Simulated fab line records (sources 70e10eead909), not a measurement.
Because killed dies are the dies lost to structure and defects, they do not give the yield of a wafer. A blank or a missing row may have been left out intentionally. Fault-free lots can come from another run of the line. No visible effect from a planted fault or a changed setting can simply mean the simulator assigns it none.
A struck lot beside a sound one    flow nand_harc    15 steps out of a route of 1302
Sound: the wafers L318.2, L318.3, L318.6. Struck: wafers L325.1, L325.5 (left out: L325.6, a lot-mate that was not struck); the cause follows at the end.
Order at every step that has rows: each side's tool, ch and its chambers, its first start. Under that, the readings that differ: sound wafers    struck wafers    difference of the means    sigmas: that difference in standard deviations of wafers without a fault.
alike: same words and numbers on both sides, and readings whose means sit less than 2 such deviations apart. not compared: any withheld reading, any reading some wafer has no value for, any bound like >300 that may hide the same value, and any number with overlapping values for which the record gives no deviation.
The two part at a step that has a row with sigmas, a row that says differs or no value, or rows on one side only. Numbers that don't overlap but have no deviation are shown without sigmas and don't part them. Lack of a reading on every wafer of one side parts them only where that side has two or more wafers.

first, 8 steps without rows for these wafers: NHARC_A_SGD_CUT_COAT_56 (time 75 s); NHARC_A_SGD_CUT_COAT_57 (time 65 s); NHARC_A_SGD_CUT_COAT_03 (resist thk 90 nm); NHARC_A_SGD_CUT_SOFTBAKE_04 (time 55 s); NHARC_A_SGD_CUT_EBR_05; NHARC_A_SGD_CUT_EXPOSE_06 (exposes mask SGD); NHARC_A_SGD_CUT_PEB_07 (peb time 65 s); NHARC_A_SGD_CUT_DEVELOP_08 (develop time 35 s).
NHARC_A_SGD_CUT_CD_MEAS_09 targets a cd of 100 nm.
  sound on cd_sem-01 ch 0, day 23 09:28; struck on cd_sem-02 ch 0, day 27 10:14
  alike: cd_nm
NHARC_A_SGD_CUT_OVL_MEAS_10:
  struck on overlay-01, day 27 10:19; sound on overlay-01, day 23 09:33
  alike: overlay_x_nm, overlay_y_nm
NHARC_A_SGD_CUT_INSPECT_11:
  struck on defect_inspect-02, day 27 10:22; sound on defect_inspect-01, day 23 09:35
  alike: raw_defect_count
NHARC_A_SGD_CUT_DESCUM_14: chemistry O2, time 3 s.
  sound on rie_diel-13 ch 0,1,2, day 23 09:40; struck on rie_diel-03 ch 1,2, day 27 10:28
  alike: drypump_motor_current_A, oes_product_au, rf_vpp_V, showerhead_plenum_p_Torr, throttle_valve_pct
  not compared: rf_hours_counter_h
NHARC_A_SGD_CUT_ETCH_58: etches the open film in CF4, target depth 39 nm, time 65 s.
  sound on rie_diel-13 ch 0,2, day 23 09:44; struck on rie_diel-03 ch 1,3, day 27 10:32
reading           sound           struck     difference  sigmas
run_length_s (s)  85.4 86.2 85.8  93.4 93.9  +7.9        +16
  alike: drypump_motor_current_A, oes_product_au, rf_vpp_V, showerhead_plenum_p_Torr, throttle_valve_pct
  not compared: rf_hours_counter_h
NHARC_A_SGD_CUT_ETCH_59: etches the open film in N2/H2, target depth 260 nm, time 406.25 s.
  sound: rie_diel-13 ch 2,3; struck: rie_diel-03 ch 0,3
  alike: drypump_motor_current_A, oes_product_au, rf_vpp_V, run_length_s, showerhead_plenum_p_Torr, throttle_valve_pct
  not compared: rf_hours_counter_h
following that, these wafers have no rows for 1 step: NHARC_END_SORT_01.

WHERE THEY PART
At NHARC_A_SGD_CUT_ETCH_58 and nowhere else, as far as this record goes. Later steps at which nothing parts them and some readings are alike: NHARC_A_SGD_CUT_ETCH_59.

WHY: the cause the simulator had injected
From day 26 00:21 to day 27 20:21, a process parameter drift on rie_diel-03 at NHARC_A_SGD_CUT_ETCH_58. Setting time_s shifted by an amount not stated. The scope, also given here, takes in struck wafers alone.
